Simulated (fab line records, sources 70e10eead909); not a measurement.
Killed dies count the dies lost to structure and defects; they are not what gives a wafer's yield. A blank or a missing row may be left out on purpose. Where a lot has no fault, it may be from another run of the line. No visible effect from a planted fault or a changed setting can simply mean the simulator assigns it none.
Matching of chambers / flow nandHarc / 4 sister chambers for NHARC_THIN_TSV_DESCUM_14 on rieDiel-04
The step chemistry O2, time 3 s. 27 wafers are shown with their chamber, then 12 later ones without.

WAFERS WITH THEIR CHAMBER
wafer=L074.1; chamber=0; showerheadPlenumPTorr (Torr)=1.77; drypumpMotorCurrentA (A)=5.3; oesProductAu (a.u.)=0.994
wafer=L074.3; chamber=2; showerheadPlenumPTorr (Torr)=1.79; drypumpMotorCurrentA (A)=5.7; oesProductAu (a.u.)=0.986
wafer=L074.6; chamber=0; showerheadPlenumPTorr (Torr)=1.77; drypumpMotorCurrentA (A)=5.3; oesProductAu (a.u.)=0.990
wafer=L077.3; chamber=1; showerheadPlenumPTorr (Torr)=1.77; drypumpMotorCurrentA (A)=6.5; oesProductAu (a.u.)=1.016
wafer=L077.4; chamber=0; showerheadPlenumPTorr (Torr)=1.77; drypumpMotorCurrentA (A)=5.3; oesProductAu (a.u.)=0.984
wafer=L077.6; chamber=1; showerheadPlenumPTorr (Torr)=1.77; drypumpMotorCurrentA (A)=6.5; oesProductAu (a.u.)=1.001
wafer=L076.1; chamber=0; showerheadPlenumPTorr (Torr)=1.77; drypumpMotorCurrentA (A)=5.3; oesProductAu (a.u.)=1.002
wafer=L076.4; chamber=3; showerheadPlenumPTorr (Torr)=1.91; drypumpMotorCurrentA (A)=5.5; oesProductAu (a.u.)=1.016
wafer=L076.5; chamber=1; showerheadPlenumPTorr (Torr)=1.77; drypumpMotorCurrentA (A)=6.6; oesProductAu (a.u.)=1.007
wafer=L075.1; chamber=0; showerheadPlenumPTorr (Torr)=1.77; drypumpMotorCurrentA (A)=5.3; oesProductAu (a.u.)=0.994
wafer=L075.4; chamber=2; showerheadPlenumPTorr (Torr)=1.80; drypumpMotorCurrentA (A)=5.8; oesProductAu (a.u.)=0.992
wafer=L075.5; chamber=2; showerheadPlenumPTorr (Torr)=1.80; drypumpMotorCurrentA (A)=5.8; oesProductAu (a.u.)=0.989
wafer=L078.2; chamber=1; showerheadPlenumPTorr (Torr)=1.77; drypumpMotorCurrentA (A)=6.5; oesProductAu (a.u.)=1.012
wafer=L078.3; chamber=2; showerheadPlenumPTorr (Torr)=1.79; drypumpMotorCurrentA (A)=5.8; oesProductAu (a.u.)=1.005
wafer=L078.5; chamber=1; showerheadPlenumPTorr (Torr)=1.77; drypumpMotorCurrentA (A)=6.6; oesProductAu (a.u.)=1.006
wafer=L079.1; chamber=2; showerheadPlenumPTorr (Torr)=1.79; drypumpMotorCurrentA (A)=5.7; oesProductAu (a.u.)=0.992
wafer=L079.3; chamber=0; showerheadPlenumPTorr (Torr)=1.77; drypumpMotorCurrentA (A)=5.3; oesProductAu (a.u.)=0.990
wafer=L079.6; chamber=3; showerheadPlenumPTorr (Torr)=1.91; drypumpMotorCurrentA (A)=5.5; oesProductAu (a.u.)=1.019
wafer=L086.2; chamber=3; showerheadPlenumPTorr (Torr)=1.91; drypumpMotorCurrentA (A)=5.5; oesProductAu (a.u.)=1.009
wafer=L086.3; chamber=3; showerheadPlenumPTorr (Torr)=1.91; drypumpMotorCurrentA (A)=5.5; oesProductAu (a.u.)=1.021
wafer=L086.6; chamber=2; showerheadPlenumPTorr (Torr)=1.79; drypumpMotorCurrentA (A)=5.8; oesProductAu (a.u.)=0.983
wafer=L085.1; chamber=2; showerheadPlenumPTorr (Torr)=1.79; drypumpMotorCurrentA (A)=5.8; oesProductAu (a.u.)=0.993
wafer=L085.2; chamber=3; showerheadPlenumPTorr (Torr)=1.91; drypumpMotorCurrentA (A)=5.5; oesProductAu (a.u.)=1.014
wafer=L085.3; chamber=3; showerheadPlenumPTorr (Torr)=1.91; drypumpMotorCurrentA (A)=5.5; oesProductAu (a.u.)=1.013
wafer=L088.1; chamber=3; showerheadPlenumPTorr (Torr)=1.91; drypumpMotorCurrentA (A)=5.5; oesProductAu (a.u.)=1.015
wafer=L088.4; chamber=2; showerheadPlenumPTorr (Torr)=1.79; drypumpMotorCurrentA (A)=5.8; oesProductAu (a.u.)=0.985
wafer=L088.5; chamber=0; showerheadPlenumPTorr (Torr)=1.77; drypumpMotorCurrentA (A)=5.4; oesProductAu (a.u.)=0.990

SIGNATURES (averages over the wafers above)
reading=showerheadPlenumPTorr; chamber 0=1.7700; chamber 1=1.7700; chamber 2=1.7925; chamber 3=1.9100; scatter within a chamber=0.00255
reading=drypumpMotorCurrentA; chamber 0=5.314; chamber 1=6.540; chamber 2=5.775; chamber 3=5.500; scatter within a chamber=0.0393
reading=oesProductAu; chamber 0=0.99200; chamber 1=1.00840; chamber 2=0.99062; chamber 3=1.01529; scatter within a chamber=0.00567
Rule: a wafer lies at a distance from a chamber equal to the root of the sum of squares, over the readings, of (its reading less the chamber's mean, divided by the reading's scatter). The wafer belongs to the nearest chamber; if the next one is less than 2 further off, it can't be placed. The scatter is the square root of a quotient: the sum, over the shown wafers, of each reading's squared deviation from its chamber's mean, divided by wafers minus chambers.

WAFERS WHOSE CHAMBER IS MISSING
wafer=L093.3; showerheadPlenumPTorr (Torr)=1.79; drypumpMotorCurrentA (A)=5.7; oesProductAu (a.u.)=1.002
wafer=L093.4; showerheadPlenumPTorr (Torr)=1.91; drypumpMotorCurrentA (A)=5.5; oesProductAu (a.u.)=0.995
wafer=L093.6; showerheadPlenumPTorr (Torr)=1.77; drypumpMotorCurrentA (A)=5.3; oesProductAu (a.u.)=1.009
wafer=L092.4; showerheadPlenumPTorr (Torr)=1.79; drypumpMotorCurrentA (A)=5.8; oesProductAu (a.u.)=1.005
wafer=L092.5; showerheadPlenumPTorr (Torr)=1.91; drypumpMotorCurrentA (A)=5.5; oesProductAu (a.u.)=0.988
wafer=L092.6; showerheadPlenumPTorr (Torr)=1.79; drypumpMotorCurrentA (A)=5.8; oesProductAu (a.u.)=1.005
wafer=L096.2; showerheadPlenumPTorr (Torr)=1.77; drypumpMotorCurrentA (A)=5.3; oesProductAu (a.u.)=1.003
wafer=L096.4; showerheadPlenumPTorr (Torr)=1.91; drypumpMotorCurrentA (A)=5.5; oesProductAu (a.u.)=0.992
wafer=L096.5; showerheadPlenumPTorr (Torr)=1.91; drypumpMotorCurrentA (A)=5.5; oesProductAu (a.u.)=0.995
wafer=L097.2; showerheadPlenumPTorr (Torr)=1.91; drypumpMotorCurrentA (A)=5.5; oesProductAu (a.u.)=1.002
wafer=L097.4; showerheadPlenumPTorr (Torr)=1.77; drypumpMotorCurrentA (A)=6.6; oesProductAu (a.u.)=1.019
wafer=L097.5; showerheadPlenumPTorr (Torr)=1.77; drypumpMotorCurrentA (A)=5.3; oesProductAu (a.u.)=1.016

WHICH CHAMBER EACH ONE RAN IN
wafer=L093.3; from the rows above=2; in truth=2
wafer=L093.4; from the rows above=3; in truth=3
wafer=L093.6; from the rows above=0; in truth=0
wafer=L092.4; from the rows above=2; in truth=2
wafer=L092.5; from the rows above=3; in truth=3
wafer=L092.6; from the rows above=2; in truth=2
wafer=L096.2; from the rows above=0; in truth=0
wafer=L096.4; from the rows above=3; in truth=3
wafer=L096.5; from the rows above=3; in truth=3
wafer=L097.2; from the rows above=3; in truth=3
wafer=L097.4; from the rows above=1; in truth=1
wafer=L097.5; from the rows above=0; in truth=0
Correct placement for 12 of the 12. Number that these rows cannot place: 0. Wrongly placed: 0.
